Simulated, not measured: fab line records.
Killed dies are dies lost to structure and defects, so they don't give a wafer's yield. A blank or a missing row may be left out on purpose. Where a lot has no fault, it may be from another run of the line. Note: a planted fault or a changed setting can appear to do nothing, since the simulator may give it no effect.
Which tool is to blame? || flow nand harc || 12 lots, 36 wafers sampled, at 1 step of a route of 1159

WHAT THE GAUGES READ, wafer by wafer
NHARC_A_CONTACT_CD_MEAS_15.
{"lot": "L074", "measured": "day 17 04:52", "on": "cd sem-02", "cd nm (nm)": "88.3 89.2 89.2"}
{"lot": "L079", "measured": "day 17 18:02", "on": "cd sem-01", "cd nm (nm)": "89.3 89.2 89.7"}
{"lot": "L077", "measured": "day 18 03:01", "on": "cd sem-01", "cd nm (nm)": "89.0 88.3 88.7"}
{"lot": "L082", "measured": "day 18 15:11", "on": "cd sem-01", "cd nm (nm)": "89.2 88.6 88.9"}
{"lot": "L083", "measured": "day 19 10:28", "on": "cd sem-01", "cd nm (nm)": "89.8 90.5 89.9"}
{"lot": "L085", "measured": "day 19 20:00", "on": "cd sem-02", "cd nm (nm)": "89.1 88.9 89.0"}
{"lot": "L087", "measured": "day 20 01:06", "on": "cd sem-02", "cd nm (nm)": "89.2 90.0 89.5"}
{"lot": "L089", "measured": "day 20 13:02", "on": "cd sem-01", "cd nm (nm)": "89.5 89.6 90.0"}
{"lot": "L091", "measured": "day 21 07:47", "on": "cd sem-03", "cd nm (nm)": "89.1 90.1 89.7"}
{"lot": "L093", "measured": "day 21 15:23", "on": "cd sem-03", "cd nm (nm)": "89.7 89.2 89.6"}
{"lot": "L095", "measured": "day 22 06:59", "on": "cd sem-01", "cd nm (nm)": "91.5 89.9 89.7"}
{"lot": "L096", "measured": "day 22 20:39", "on": "cd sem-03", "cd nm (nm)": "90.4 89.4 89.8"}

TOOL THAT RAN EACH LOT (tool first, then ch and the chambers of the sampled wafers, then the start)
The record shows no process step preceding these readings.

THE ANSWER, worked out from the rows above alone
Rule: the lots themselves supply what counts as usual. The widest of any qualifying gaps counts: lots, ordered by their means at a reading, are off when they make up no more than a third of the lots, leave a main group of 4 or more, and stand apart from it by 3 or more times the standard deviation of that group's means. If all means in a main group match to the digits the tables above print for the reading, that group is not used. Also off: a lot with no number at a reading for which 4 or more lots have one. The other lots that the step has rows for count as sound.
Across all readings shown, no lot is off: no conclusion can be drawn from this.

WHAT THE SIMULATOR PUT IN
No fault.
